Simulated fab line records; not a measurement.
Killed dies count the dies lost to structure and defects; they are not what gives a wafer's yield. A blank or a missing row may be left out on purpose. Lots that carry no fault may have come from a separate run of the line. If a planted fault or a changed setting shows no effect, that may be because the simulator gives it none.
Matching of chambers :: flow n5-finfet :: N5_BEOL_M10_ETCH_62 on rie-diel-05: 4 sister chambers
The step etches SOC in N2/H2, target depth 110 nm, overetch 22 nm, time 165 s. 8 wafers are shown with their chamber, then 9 later ones without.

## WAFERS PAIRED WITH THEIR CHAMBERS
wafer: L078.2
chamber: 3
showerhead-plenum-p-Torr (Torr): 2.62
drypump-motor-current-A (A): 6.3

wafer: L086.6
chamber: 1
showerhead-plenum-p-Torr (Torr): 2.45
drypump-motor-current-A (A): 5.8

wafer: L091.1
chamber: 1
showerhead-plenum-p-Torr (Torr): 2.45
drypump-motor-current-A (A): 5.9

wafer: L091.3
chamber: 2
showerhead-plenum-p-Torr (Torr): 2.46
drypump-motor-current-A (A): 5.8

wafer: L091.6
chamber: 2
showerhead-plenum-p-Torr (Torr): 2.46
drypump-motor-current-A (A): 5.8

wafer: L093.1
chamber: 3
showerhead-plenum-p-Torr (Torr): 2.61
drypump-motor-current-A (A): 6.3

wafer: L093.4
chamber: 0
showerhead-plenum-p-Torr (Torr): 2.56
drypump-motor-current-A (A): 5.7

wafer: L093.6
chamber: 0
showerhead-plenum-p-Torr (Torr): 2.56
drypump-motor-current-A (A): 5.7

## WAFERS WITH NO CHAMBER GIVEN
wafer: L095.2
showerhead-plenum-p-Torr (Torr): 2.44
drypump-motor-current-A (A): 5.9

wafer: L095.4
showerhead-plenum-p-Torr (Torr): 2.44
drypump-motor-current-A (A): 5.9

wafer: L095.5
showerhead-plenum-p-Torr (Torr): 2.45
drypump-motor-current-A (A): 5.8

wafer: L097.2
showerhead-plenum-p-Torr (Torr): 2.45
drypump-motor-current-A (A): 5.8

wafer: L097.3
showerhead-plenum-p-Torr (Torr): 2.60
drypump-motor-current-A (A): 6.3

wafer: L097.5
showerhead-plenum-p-Torr (Torr): 2.60
drypump-motor-current-A (A): 6.3

wafer: L096.3
showerhead-plenum-p-Torr (Torr): 2.45
drypump-motor-current-A (A): 5.8

wafer: L096.4
showerhead-plenum-p-Torr (Torr): 2.44
drypump-motor-current-A (A): 5.9

wafer: L096.6
showerhead-plenum-p-Torr (Torr): 2.45
drypump-motor-current-A (A): 5.8

## EACH ONE'S CHAMBER
wafer: L095.2
from the rows above: 1
in truth: 1

wafer: L095.4
from the rows above: 1
in truth: 1

wafer: L095.5
from the rows above: can't be placed: 1 or 2
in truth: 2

wafer: L097.2
from the rows above: can't be placed: 1 or 2
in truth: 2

wafer: L097.3
from the rows above: 3
in truth: 3

wafer: L097.5
from the rows above: 3
in truth: 3

wafer: L096.3
from the rows above: can't be placed: 1 or 2
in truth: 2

wafer: L096.4
from the rows above: 1
in truth: 1

wafer: L096.6
from the rows above: can't be placed: 1 or 2
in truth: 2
5 of 9 placed correctly. Can't be placed from these rows: 4 (the true chamber is among the candidates in 4). 0 placed wrongly.
How it was worked out, from the rows above alone: a wafer's distance from a chamber is the root of the sum, over the readings, of the square of ((its reading less the chamber's mean) divided by the reading's scatter). If the next closest chamber is less than 2 further off than the closest, the wafer can't be placed; otherwise it belongs to the closest. The mean given for a chamber averages the wafers shown for that chamber. The scatter: take each reading less its chamber's mean, square it, sum over the shown wafers, divide by the number of wafers less the number of chambers, and take the root.
